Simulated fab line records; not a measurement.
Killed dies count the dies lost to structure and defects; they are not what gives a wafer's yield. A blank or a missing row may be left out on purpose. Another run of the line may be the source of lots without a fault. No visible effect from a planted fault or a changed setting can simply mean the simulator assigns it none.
fab line records + flow n5-finfet
record:
- lots: 5
- wafers: 15
- last-day: 15
route steps=1938 shown BEOL_M0_SAQP@652 BEOL_M4@1111 PASSIVATION@1936
lots untouched by any fault: they come from a run of this same line in which no faults occurred
start-h: hours from the record's opening day to when the first of the lot's shown wafers began + wait-h: hours since the lot's step before + " the same as in the row above + L1.1+2: a single row standing in for several wafers + - no value, or no start given + * or withheld: withheld + < > ~ a bound
route shown NAME@n: NAME is a module with steps in the file, n the number in the route of the first one + usual: the fault-free wafers' mean and standard deviation + same: alike in all rows + chamber/n: place in a boat + sites: readings site by site + _std_site: the standard deviation of these + _edge_site: outer sites' mean less inner sites' + radius-mm: for every site, how far away it sits from the centre of the wafer + mask NAME#n: copy n + behind: the tool/chamber that last shaped the wafer + hold: cause of the lot's hold/its duration in hours/its outcome + device: whichever transistor did not switch (one of n, p or np) + end of line: tests of these same wafers at the route's end + a step with no rows: only its recipe + killed: count of dies lost to structure and defects at first sort (not the wafer's yield) + map: shows each die of a wafer: x if killed, . if not, _ if none is there
set.NAME: the setting as run; set.NAME@STEP: as run at that earlier step + model.NAME: the simulator's own value behind a step, which no gauge read
certain route steps with their lots: each step a table, each wafer a row
services: a tool's chamber out of use, with start hour (start-h, from the record's first day; less than 0 if before it), hours out, and reason
== steps ==
step: N5_BEOL_M0_SAQP_DESCUM_19
recipe:
- chemistry: O2
- time-s: 7.9
- source-power-w: 50
- bias-power-w: 20
- pressure-mtorr: 20
- rf-frequency-hz: 2.712e+07
- temp-c: 40
- resist: CAR-ArF
- o2-flow-sccm: 225
step: N5_BEOL_M0_SAQP_ETCH_83
recipe:
- chemistry: CF4
- target: SiARC
- target-depth-a: 390
- mask-material: CAR-ArF
- time-s: 65
- ion-energy-ev: 80
- pressure-mtorr: 40
- source-w: 545
- bias-w: 36
- Ar_flow_sccm: 100
- cf4-flow-sccm: 100
- ends: cleared
step: N5_BEOL_M0_SAQP_ETCH_84
recipe:
- chemistry: N2/H2
- target: SOC
- target-depth-a: 1000
- overetch-a: 200
- mask-material: SiARC
- temp-c: 40
- time-s: 150
- ion-energy-ev: 200
- pressure-mtorr: 30
- source-w: 840
- bias-w: 150
- n2-flow-sccm: 200
- h2-flow-sccm: 200
step: N5_BEOL_M0_SAQP_STRIP_80
recipe:
- chemistry: N2/H2
- temp-c: 40
- n2-flow-sccm: 200
- h2-flow-sccm: 200
- rf-frequency-hz: 6e+07
step: N5_BEOL_M0_SAQP_HM_OPEN_112
recipe:
- chemistry: CHF3/O2
- target: SiO2
- stop-on: a-Si
- target-depth-a: 120
- over-etch-frac: 1.25
- mask-material: SOC
- time-s: 13.5
- pressure-mtorr: 30
- source-w: 650
- bias-w: 170
- Ar_flow_sccm: 200
- CHF3_flow_sccm: 50
- O2_flow_sccm: 5
- ion-energy-ev: 200
- ends: end-point
step: N5_BEOL_M0_SAQP_STRIP_113
recipe:
- chemistry: CHF3/O2
- resist: SiARC
- rf-frequency-hz: 6e+07
step: N5_BEOL_M0_SAQP_MANDREL_ETCH_20
recipe:
- target-depth-a: 600
- chemistry: HBr/Cl2
- target: a-Si
- stop-on: SiNx
- bt-time-s: 10
- mask-material: SOC
- over-etch-frac: 0.5
- time-s: 30
- pressure-mtorr: 10
- icp-w: 800
- bias-w: 75
- HBr_flow_sccm: 150
- Cl2_flow_sccm: 80
- ends: end-point
step: N5_BEOL_M0_SAQP_STRIP_86
recipe:
- chemistry: N2/H2
- power-w: 500
- temp-c: 40
- pressure-mtorr: 50
- rf-frequency-hz: 6e+07
- overash-fraction: 0.3
- bias-power-w: 28
- h2-frac: 0.5
- n2-flow-sccm: 300
- h2-flow-sccm: 300
step: N5_BEOL_M0_SAQP_STRIP_115
recipe:
- chemistry: post-etch-residue-remover
- time-s: 60
- temp-c: 25
- remover-ph: withheld
- remover-water-wt-pct: withheld
- remover-fluoride-wt-pct: withheld
step: N5_BEOL_M0_SAQP_SRD_93
recipe:
- dry: ipa-marangoni
- time-s: 30
- temp-c: 23
- rinse-liquid: diw
step: N5_BEOL_M0_SAQP_RECESS_114
recipe:
- chemistry: HF/NH3
- target: SiO2
- target-depth-a: 144
- afs-cycles: 3
- temp-c: 30
- sublimation-temp-c: 180
- sublimation-time-s: 60
step: N5_BEOL_M0_SAQP_SPACER1_ALD_98
recipe:
- material: SiO2
- target-thk-a: 128
- temp-c: 300
- ald-precursor-family: BDEAS
- ald-co-reactant: O2-plasma
- pulse-time-s: 1
- purge-time-s: 2
- co-reactant-purge-time-s: 2
- ald-cycles: 138
- pressure-torr: 2
usual:
- chamber-pressure-Torr: 2.000/0.0044
- heater-power-w: 484/86
- precursor-pulse-height-rel: 1.000/0.02
- susceptor-temp-C: 300.00/0.21
| lot.wafer | tool       | chamber | start-h | wait-h | chamber-pressure-Torr | heater-power-w | precursor-pulse-height-rel | since-wet-clean-h | susceptor-temp-C | model.SiO2_of_BEOL_M0_SAQP_SPACER1_ALD_98.thk-nm |
|-----------|------------|---------|---------|--------|-----------------------|----------------|----------------------------|-------------------|------------------|--------------------------------------------------|
| L337.2    | ald-sin-03 | 0       | 132.02  | 0.5    | 1.998                 | 372            | 0.993                      | 33                | 299.78           | 12.8                                             |
| L337.4    | "          | 1       | "       | "      | 2.004                 | 647            | 0.977                      | 33                | 299.93           | 12.8                                             |
| L337.6    | "          | 2       | "       | "      | 1.994                 | 548            | 0.985                      | -                 | 300.02           | 12.8                                             |
| L345.1    | ald-sin-03 | 2       | 182.97  | 0.3    | 2.002                 | 664            | 1.011                      | 84                | 326.56           | 12.4                                             |
| L345.2    | "          | 1       | "       | "      | 1.999                 | 776            | 1.006                      | 84                | 326.60           | 12.2                                             |
| L345.5    | "          | 0       | "       | "      | 2.002                 | 457            | 0.969                      | -                 | 326.57           | 12.4                                             |
| L346.3    | ald-sin-03 | 2       | 185.55  | 0.5    | 2.004                 | 654            | 1.037                      | 86                | 326.33           | 12.2                                             |
| L346.4    | "          | 0       | "       | "      | 2.004                 | 467            | 0.996                      | 86                | 326.70           | 12.2                                             |
| L346.6    | "          | 0       | "       | "      | 2.003                 | 452            | 0.984                      | -                 | 326.56           | 12.2                                             |
| L347.1    | ald-sin-03 | 2       | 190.46  | 0.8    | 2.006                 | 664            | 1.019                      | 91                | 326.45           | 12.4                                             |
| L347.2    | "          | 0       | "       | "      | 2.002                 | 453            | 0.988                      | 91                | 326.89           | 12.4                                             |
| L347.5    | "          | 2       | "       | "      | 2.005                 | 659            | 0.988                      | -                 | 326.27           | 12.4                                             |
| L348.2    | ald-sin-02 | 3       | 200.03  | 0.6    | 1.996                 | 511            | 1.023                      | 298               | 300.08           | 12.8                                             |
| L348.5    | "          | 0       | "       | "      | 2.001                 | 458            | 0.969                      | -                 | 300.59           | 12.8                                             |
| L348.6    | "          | 3       | "       | "      | 1.997                 | 502            | 0.986                      | -                 | 299.86           | 12.8                                             |
step: N5_BEOL_M0_SAQP_SPACER1_ETCHBACK_99
recipe:
- chemistry: CHF3/O2
- mode: anisotropic-etchback
- target: SiO2
- target-depth-a: 154
- time-s: 7.7
- pressure-mtorr: 30
- source-w: 650
- bias-w: 170
- Ar_flow_sccm: 200
- CHF3_flow_sccm: 50
- O2_flow_sccm: 5
- ion-energy-ev: 200
step: N5_BEOL_M0_SAQP_MANDREL1_REMOVE_100
recipe:
- chemistry: HBr/Cl2/O2
- bt-time-s: 10
- target: a-Si
- stop-on: SiNx
- endpoint: OES-SiCl
- over-etch-frac: 0.85
- icp-w: 600
- bias-w: 30
- HBr_flow_sccm: 150
- Cl2_flow_sccm: 80
- O2_flow_sccm: 5
- pressure-mtorr: 10
usual:
- drypump-motor-current-A: 5.7/0.45
- oes-product-au: 1.002/0.017
- throttle-valve-pct: 36.7/0.33
same:
- bt-time-s: 10
| lot.wafer | tool      | chamber | start-h | wait-h | drypump-motor-current-A | oes-product-au | rf-hours-counter-h | throttle-valve-pct | model.BEOL_M0_SAQP.cd-nm | model.SiO2_of_BEOL_M0_SAQP_SPACER1_ALD_98.thk-nm |
|-----------|-----------|---------|---------|--------|-------------------------|----------------|--------------------|--------------------|--------------------------|--------------------------------------------------|
| L337.2    | rie-si-06 | 2       | 132.58  | 0.1    | 5.7                     | 1.020          | 60                 | 37.2               | 12.8                     | 7.4                                              |
| L337.4    | "         | 3       | "       | "      | 6.3                     | 1.000          | 1                  | 36.8               | 12.8                     | 7.4                                              |
| L337.6    | "         | 1       | "       | "      | 5.6                     | 1.013          | -                  | 36.8               | 12.8                     | 7.4                                              |
| L345.1    | rie-si-03 | 3       | 183.53  | 0.1    | 6.1                     | 1.010          | 4                  | 36.1               | 12.4                     | 7                                                |
| L345.2    | "         | 2       | "       | "      | 5.7                     | 1.005          | 40                 | 36.6               | 12.4                     | 7                                                |
| L345.5    | "         | 3       | "       | "      | 6.1                     | 1.009          | -                  | 36.1               | 12.4                     | 7                                                |
| L346.3    | rie-si-03 | 3       | 186.14  | 0.1    | 6.1                     | 1.021          | 4                  | 36.1               | 12.2                     | 6.8                                              |
| L346.4    | "         | 2       | "       | "      | 5.7                     | 1.008          | 40                 | 36.6               | 12.2                     | 6.8                                              |
| L346.6    | "         | 2       | "       | "      | 5.7                     | 1.007          | -                  | 36.5               | 12.2                     | 6.8                                              |
| L347.1    | rie-si-02 | 3       | 191.17  | 0.1    | 6.0                     | 0.975          | 49                 | 36.9               | 12.4                     | 7                                                |
| L347.2    | "         | 1       | "       | "      | 5.9                     | 0.991          | 41                 | 37.0               | 12.6                     | 7                                                |
| L347.5    | "         | 0       | "       | "      | 5.2                     | 0.987          | -                  | 36.3               | 12.4                     | 7                                                |
| L348.2    | rie-si-06 | 1       | 200.98  | 0.1    | 5.7                     | 1.022          | 143                | 36.8               | 12.6                     | 7.4                                              |
| L348.5    | "         | 1       | "       | "      | 5.7                     | 1.019          | -                  | 36.9               | 12.6                     | 7.4                                              |
| L348.6    | "         | 0       | "       | "      | 5.4                     | 1.004          | -                  | 36.6               | 12.8                     | 7.4                                              |
step: N5_BEOL_M4_RC_MEAS_101
usual:
- DIBL_N: 36.8/1.5
- DIBL_P: 37.1/2.1
- IOFF_N: 0.168/0.03
- IOFF_P: 0.22/0.034
- ION_N: 679/12
- ION_P: 466/8
- SS_N: 71.7/0.58
- SS_P: 73.5/0.67
- VT_N: 248.8/2.7
- VT_P: -250/3.3
| lot.wafer | tool      | chamber | start-h | wait-h | DIBL_N[mV/V] | DIBL_P[mV/V] | IOFF_N[nA/um] | IOFF_P[nA/um] | ION_N[uA/um] | ION_P[uA/um] | SS_N[mV/dec] | SS_P[mV/dec] | VT_N[mV] | VT_P[mV] |
|-----------|-----------|---------|---------|--------|--------------|--------------|---------------|---------------|--------------|--------------|--------------|--------------|----------|----------|
| L337.2    | prober-02 | 0       | 179.72  | 0.2    | 37.0         | 38.1         | 0.181         | 0.24          | 689          | 472          | 72.0         | 73.5         | 247.1    | -250     |
| L337.4    | "         | 0       | "       | "      | 35.9         | 37.1         | 0.148         | 0.22          | 671          | 464          | 71.5         | 73.0         | 252.6    | -250     |
| L337.6    | "         | 0       | "       | "      | 38.3         | 39.8         | 0.207         | 0.27          | 684          | 472          | 72.3         | 73.8         | 245.8    | -246     |
| L345.1    | prober-02 | 0       | 240.32  | 0.0    | 40.2         | 41.8         | 0.242         | 0.28          | 691          | 470          | 72.5         | 74.8         | 245.4    | -246     |
| L345.2    | "         | 0       | "       | "      | 34.4         | 35.9         | 0.125         | 0.19          | 652          | 459          | 71.3         | 73.3         | 252.5    | -249     |
| L345.5    | "         | 0       | "       | "      | 37.3         | 39.9         | 0.182         | 0.24          | 673          | 461          | 72.7         | 74.3         | 248.5    | -248     |
| L346.3    | prober-02 | 0       | 242.43  | 0.3    | 35.3         | 34.2         | 0.149         | 0.21          | 673          | 464          | 71.8         | 72.7         | 248.9    | -249     |
| L346.4    | "         | 0       | "       | "      | 35.9         | 35.8         | 0.159         | 0.23          | 668          | 469          | 71.9         | 73.7         | 250.9    | -249     |
| L346.6    | "         | 0       | "       | "      | 36.5         | 35.2         | 0.171         | 0.22          | 677          | 461          | 71.6         | 73.3         | 247.4    | -247     |
| L347.1    | prober-02 | 0       | 246.51  | 0.0    | 36.5         | 35.4         | 0.151         | 0.23          | 669          | 462          | 72.3         | 74.0         | 251.1    | -251     |
| L347.2    | "         | 0       | "       | "      | 35.9         | 33.7         | 0.133         | 0.20          | 658          | 460          | 71.4         | 73.4         | 252.0    | -249     |
| L347.5    | "         | 0       | "       | "      | 35.8         | 34.1         | 0.135         | 0.20          | 660          | 457          | 71.8         | 73.0         | 253.2    | -251     |
| L348.2    | prober-02 | 0       | 248.67  | 0.2    | 37.2         | 38.2         | 0.199         | 0.22          | 688          | 458          | 72.1         | 73.5         | 244.9    | -253     |
| L348.5    | "         | 0       | "       | "      | 35.6         | 37.3         | 0.161         | 0.20          | 670          | 466          | 72.2         | 72.8         | 248.6    | -251     |
| L348.6    | "         | 0       | "       | "      | 38.1         | 39.1         | 0.201         | 0.22          | 689          | 468          | 73.6         | 73.5         | 247.7    | -250     |
step: N5_PASSIVATION_PROBE_49
usual:
- defect-limited-yield: 91.0/1.5
- killed_at_M0_to_M3: 34/11
- killed_at_M4_up: 14/5.3
- killed-at-contacts: 13/7
- killed-at-front-end: 41/13
- killed-at-other: 4/3.1
- killed-dies: 106/17
- killed-on-rim: 14/3.9
- killed-open: 70/12
- killed-short: 35/8
- sort_bin_5_function: 5.2/0.98
- sort_bin_6_memory: 3.4/0.69
- sort-n-pass: 1074/17
- sort-yield-pct: 91.0/1.5
same:
- gross-dies: 1180
- killed-at-back-side: 0
- sort_bin_4_leakage[%]: 0
- sort_bin_8_speed[%]: 0
| lot.wafer | tool      | chamber | start-h | wait-h | defect-limited-yield[%] | killed_at_M0_to_M3 | killed_at_M4_up | killed-at-contacts | killed-at-front-end | killed-at-other | killed-dies | killed-on-rim | killed-open | killed-short | sort_bin_5_function[%] | sort_bin_6_memory[%] | sort-n-pass | sort-yield-pct[%] |
|-----------|-----------|---------|---------|--------|-------------------------|--------------------|-----------------|--------------------|---------------------|-----------------|-------------|---------------|-------------|--------------|------------------------|----------------------|-------------|-------------------|
| L337.2    | prober-01 | -       | 282.31  | 0.1    | 90.0                    | 28                 | 10              | 12                 | 55                  | 13              | 118         | 17            | 72          | 40           | 5.4                    | 4.1                  | 1062        | 90.0              |
| L337.4    | prober-01 | -       | 282.41  | 0.2    | 92.1                    | 32                 | 13              | 6                  | 35                  | 7               | 93          | 11            | 58          | 34           | 4.5                    | 2.9                  | 1087        | 92.1              |
| L337.6    | prober-01 | -       | 282.51  | 0.3    | 91.2                    | 17                 | 9               | 11                 | 60                  | 7               | 104         | 13            | 63          | 37           | 6.5                    | 2.3                  | 1076        | 91.2              |
| L346.3    | prober-02 | -       | 342.01  | 0.1    | 91.5                    | 34                 | 11              | 5                  | 43                  | 7               | 100         | 8             | 64          | 36           | 4.8                    | 3.4                  | 1080        | 91.5              |
| L346.4    | prober-02 | -       | 342.06  | 0.2    | 88.8                    | 39                 | 19              | 5                  | 49                  | 20              | 132         | 11            | 89          | 42           | 5.5                    | 5.3                  | 1048        | 88.8              |
| L346.6    | prober-02 | -       | 342.16  | 0.3    | 90.3                    | 32                 | 14              | 17                 | 47                  | 5               | 115         | 15            | 76          | 35           | 5.3                    | 3.9                  | 1065        | 90.3              |
| L347.1    | prober-02 | -       | 348.97  | 0.0    | 89.2                    | 61                 | 11              | 19                 | 37                  | 0               | 128         | 15            | 88          | 39           | 6.4                    | 4.2                  | 1052        | 89.2              |
| L347.2    | prober-02 | -       | 349.02  | 0.1    | 91.8                    | 30                 | 11              | 11                 | 40                  | 5               | 97          | 21            | 69          | 23           | 4.2                    | 3.4                  | 1083        | 91.8              |
| L347.5    | prober-02 | -       | 349.17  | 0.2    | 92.5                    | 37                 | 14              | 18                 | 13                  | 6               | 88          | 17            | 63          | 25           | 4.2                    | 3.0                  | 1092        | 92.5              |
| L348.2    | prober-01 | -       | 353.11  | 0.1    | 92.8                    | 23                 | 20              | 11                 | 26                  | 5               | 85          | 11            | 61          | 22           | 4.0                    | 3.1                  | 1095        | 92.8              |
| L348.5    | prober-01 | -       | 353.26  | 0.2    | 91.4                    | 28                 | 27              | 10                 | 36                  | 1               | 102         | 11            | 74          | 26           | 4.4                    | 4.1                  | 1078        | 91.4              |
| L348.6    | prober-01 | -       | 353.31  | 0.3    | 93.2                    | 26                 | 16              | 6                  | 32                  | 0               | 80          | 11            | 57          | 22           | 4.9                    | 1.6                  | 1100        | 93.2              |
| L345.1    | prober-02 | -       | 356.50  | 0.0    | 90.0                    | 28                 | 19              | 9                  | 61                  | 1               | 118         | 14            | 82          | 36           | 5.7                    | 4.1                  | 1062        | 90.0              |
| L345.2    | prober-02 | -       | 356.55  | 0.1    | 91.8                    | 25                 | 16              | 10                 | 42                  | 4               | 97          | 16            | 66          | 29           | 5.2                    | 2.9                  | 1083        | 91.8              |
| L345.5    | prober-02 | -       | 356.70  | 0.2    | 91.9                    | 36                 | 13              | 16                 | 29                  | 1               | 95          | 11            | 65          | 30           | 5.3                    | 2.6                  | 1085        | 91.9              |
killed by level:class
L337.2 STI_FIN_REVEAL:geometric-particle:open=17 BEOL_M0_SAQP:geometric-particle:short=8 BEOL_M0_SAQP:geometric-particle:open=8 FIN_SAQP:geometric-particle:short=7 STI_FIN_REVEAL:geometric-particle:short=6 BEOL_M4:geometric-particle:open=6 FIN_SAQP:geometric-particle:open=5 PASS1_CAP:geometric-particle:open=5
L337.4 BEOL_M2:geometric-particle:open=11 BEOL_M4:geometric-particle:open=10 STI_FIN_REVEAL:geometric-particle:open=10 BEOL_M0_SAQP:geometric-particle:open=5 FIN_SAQP:geometric-particle:short=4 DUMMY_GATE:geometric-particle:open=4 MOL_CONTACT_COAG:geometric-particle:open=4 BEOL_M1:geometric-particle:short=4
L337.6 STI_FIN_REVEAL:geometric-particle:open=12 FIN_SAQP:geometric-particle:short=11 MOL_CONTACT_COAG:geometric-particle:open=7 GATE_CUT:geometric-particle:open=7 FIN_SAQP:geometric-particle:open=6 DUMMY_GATE:geometric-particle:open=6 BEOL_M2:geometric-particle:open=6 GATE_CUT:geometric-particle:short=5
L346.3 BEOL_M2:geometric-particle:open=9 GATE_CUT:geometric-particle:short=7 DUMMY_GATE:geometric-particle:open=5 BEOL_M3:geometric-particle:open=5 BEOL_M0_SAQP:geometric-particle:open=5 BEOL_M4:geometric-particle:open=5 STI_FIN_REVEAL:geometric-particle:open=4 ILD0:geometric-particle:open=4
L346.4 BEOL_M2:geometric-particle:open=16 FIN_SAQP:geometric-particle:short=11 FIN_SAQP:geometric-particle:open=9 BEOL_M1:geometric-particle:open=7 BEOL_M4:geometric-particle:open=7 DUMMY_GATE:geometric-particle:open=6 BEOL_M0_SAQP:geometric-particle:open=6 MIM_TOP:geometric-particle:open=6
L346.6 FIN_SAQP:geometric-particle:open=12 MOL_CONTACT_COAG:geometric-particle:open=10 FIN_SAQP:geometric-particle:short=9 STI_FIN_REVEAL:geometric-particle:open=7 DUMMY_GATE:geometric-particle:open=7 MOL_CONTACT_COAG:geometric-particle:short=7 BEOL_M1:geometric-particle:open=7 BEOL_M0_SAQP:geometric-particle:short=6
L347.1 MOL_CONTACT_COAG:geometric-particle:open=17 BEOL_M0_SAQP:geometric-particle:short=17 STI_FIN_REVEAL:geometric-particle:open=14 BEOL_M3:geometric-particle:open=14 BEOL_M0_SAQP:geometric-particle:open=10 BEOL_M4:geometric-particle:open=7 BEOL_M0:geometric-particle:open=6 BEOL_M2:geometric-particle:open=5
L347.2 STI_FIN_REVEAL:geometric-particle:open=15 BEOL_M3:geometric-particle:open=11 MOL_CONTACT_COAG:geometric-particle:open=9 BEOL_M4:geometric-particle:open=8 GATE_CUT:geometric-particle:short=4 BEOL_M0_SAQP:geometric-particle:open=4 BEOL_M3:geometric-particle:short=4 HKMG_FIN:area-etch=4
L347.5 MOL_CONTACT_COAG:geometric-particle:open=18 BEOL_M0_SAQP:geometric-particle:open=13 BEOL_M0_SAQP:geometric-particle:short=7 BEOL_M1:geometric-particle:short=6 DUMMY_GATE:geometric-particle:open=4 BEOL_M4:geometric-particle:open=4 STARTING-WAFER:geometric-particle:short=4 STI_FIN_REVEAL:geometric-particle:open=3
L348.2 BEOL_M4:geometric-particle:open=12 MOL_CONTACT_COAG:geometric-particle:open=10 BEOL_M2:geometric-particle:open=9 STI_FIN_REVEAL:geometric-particle:open=6 DUMMY_GATE:geometric-particle:open=5 BEOL_M1:geometric-particle:open=4 BEOL_M3:geometric-particle:open=3 BEOL_M7:geometric-particle:open=3
L348.5 STI_FIN_REVEAL:geometric-particle:open=15 BEOL_M4:geometric-particle:open=15 MOL_CONTACT_COAG:geometric-particle:open=8 BEOL_M1:geometric-particle:open=7 BEOL_M2:geometric-particle:open=7 BEOL_M0_SAQP:geometric-particle:short=6 DUMMY_GATE:geometric-particle:open=5 STARTING-WAFER:geometric-particle:short=3
L348.6 BEOL_M2:geometric-particle:open=12 BEOL_M4:geometric-particle:open=8 STI_FIN_REVEAL:geometric-particle:open=7 MOL_CONTACT_COAG:geometric-particle:open=6 BEOL_M1:geometric-particle:open=5 FIN_SAQP:geometric-particle:open=4 BEOL_M4:geometric-particle:short=4 STARTING-WAFER:geometric-particle:open=4
L345.1 STI_FIN_REVEAL:geometric-particle:open=27 BEOL_M0_SAQP:geometric-particle:short=9 DUMMY_GATE:geometric-particle:open=7 MOL_CONTACT_COAG:geometric-particle:open=7 FIN_SAQP:geometric-particle:short=6 BEOL_M4:geometric-particle:open=6 BEOL_M0_SAQP:geometric-particle:open=6 BEOL_M3:geometric-particle:open=6
L345.2 STI_FIN_REVEAL:geometric-particle:open=13 MOL_CONTACT_COAG:geometric-particle:open=7 BEOL_M0_SAQP:geometric-particle:short=7 BEOL_M4:geometric-particle:open=6 DUMMY_GATE:geometric-particle:open=5 DUMMY_GATE:geometric-particle:short=5 BEOL_M3:geometric-particle:open=5 BEOL_M0_SAQP:geometric-particle:open=4
L345.5 MOL_CONTACT_COAG:geometric-particle:open=14 BEOL_M0_SAQP:geometric-particle:short=9 BEOL_M0_SAQP:geometric-particle:open=9 GATE_CUT:geometric-particle:short=8 BEOL_M2:geometric-particle:open=6 BEOL_M4:geometric-particle:open=6 BEOL_M3:geometric-particle:open=5 STARTING-WAFER:geometric-particle:open=5
== services ==
| tool       | chamber | start-h | hours | kind   |
|------------|---------|---------|-------|--------|
| rie-si-06  | -       | 163.30  | 0.8   | repair |
| ald-sin-02 | 1       | 187.06  | 8.4   | repair |
== key ==
first-sign:
- step: N5_BEOL_M0_SAQP_SPACER1_ALD_98
- reading: susceptor-temp-C
- direction: up
- sigmas: 99+
- usual: *
- struck: *
effect none on later readings
model-effect:
- step: N5_BEOL_M0_SAQP_SPACER1_ALD_98
- value: SiO2_of_BEOL_M0_SAQP_SPACER1_ALD_98.thk-nm
- without: 12.8
- struck: 12.31
model-effect:
- step: N5_BEOL_M0_SAQP_MANDREL1_REMOVE_100
- value: BEOL_M0_SAQP.cd-nm
- without: 12.84
- struck: 12.36
met-at N5_BEOL_M0_SAQP_SPACER1_ALD_98
struck-wafers L345.1,L345.2,L345.5,L346.3,L346.4,L346.6,L347.1,L347.2,L347.5
onset-between 132.02 182.97
fault:
- kind: process-parameter-drift
- tool: ald-sin-03
- chamber: -
- onset-h: 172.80
- steps: N5_BEOL_M0_SAQP_SPACER1_ALD_98
- channel: temp-c
- offset: *
- shape: step
- end-h: 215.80
- acts-in: *
- stated: *
